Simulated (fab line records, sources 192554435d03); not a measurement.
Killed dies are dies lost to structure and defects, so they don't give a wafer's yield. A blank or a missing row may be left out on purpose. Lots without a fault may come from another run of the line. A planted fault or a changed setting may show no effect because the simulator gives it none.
Problem report in the 8D (eight disciplines) form, filled by code | flow n5_finfet | the parts of the form that need people (team, actions taken, sign-off) are left out

1. THE PROBLEM
spin_speed_rpm at N5_BEOL_M7_COAT_60 reads a mean of 1545.2 rpm on 6 wafers of 2 lots; wafers without a fault read 1500.2 rpm with a standard deviation of 1. That is +45 standard deviations from the usual mean.
The step: time 60 s, resist thk 35 nm.
First seen on wafer L928.2, day 13 21:49, on litho_track-02. The record holds 33 wafers of 11 lots with a number at this step. Rule for "out", or "out of limits": more than 4 standard deviations from the usual mean. The other wafers with a number count as sound.

2. WHAT IT IS AND WHAT IT IS NOT
question                    | is                     | is not
which readings at this step | spin_speed_rpm         | -
which lots                  | L928, L933             | L919, L921, L922, L924, L926, L931, L934, L936, L938
which wafers of those lots  | all that have a number | -
read on which tools         | litho_track-02         | litho_track-03, litho_track-05
when                        | from day 13 21:49      | up to then (18 sound wafers); but 9 sound wafers of L934, L936, L938 came after

3. SUSPECTS, AND WHAT RULES EACH OUT
Counting: a tool at a process step up to the reading stays a suspect if it ran every lot that is out and no sound lot after the first of them.
- rie_diel-03 at N5_BEOL_M6_ETCH_41 (etches SiCN in CH3F/O2, target depth 29.7 nm, time 52 s): ruled out as a lasting fault. Sound lots L938 ran on it after its first lot that is out, L928 (day 13 16:46). N5_BEOL_M6_ETCH_41 gives no start for some lots, so the hours and the order of its lots are those of N5_BEOL_M6_CURE_75.
- litho_track-02 at N5_BEOL_M7_COAT_60 (time 60 s, resist thk 35 nm): kept. It ran every lot that is out, first L928 (day 13 21:49), and no sound lot after that; its last sound lot up to then is L926 (day 12 06:38). Its own readings are out on those wafers: spin_speed_rpm.
Left after counting: litho_track-02 at N5_BEOL_M7_COAT_60.

4. THE CAUSE (what the simulator had put in)
Process parameter drift: litho_track-02, from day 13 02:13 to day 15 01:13, at N5_BEOL_M7_COAT_60. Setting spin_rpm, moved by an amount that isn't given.
Counting left only this tool.

5. THE CHAIN OF EFFECTS, in route order
Each row: a reading whose mean over the struck wafers that have a number lies more than 3 standard deviations from the usual. Only readings for which the record gives a usual standard deviation are gone through. hours: the time from each lot's start at the first step in this table that gives one to its start at this step, as a median over the lots. sigmas: the change in usual standard deviations.
hours | step               | reading        | usual      | on struck wafers | change | sigmas
0     | N5_BEOL_M7_COAT_60 | spin_speed_rpm | 1500.2 rpm | 1545.2           | +45.0  | +45
The process steps in it:
- N5_BEOL_M7_COAT_60: time 60 s, resist thk 35 nm.

6. WHAT WOULD HAVE CAUGHT IT SOONER
In this record the first reading out of limits was taken at day 13 21:49, 20 hours after the fault began at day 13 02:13.
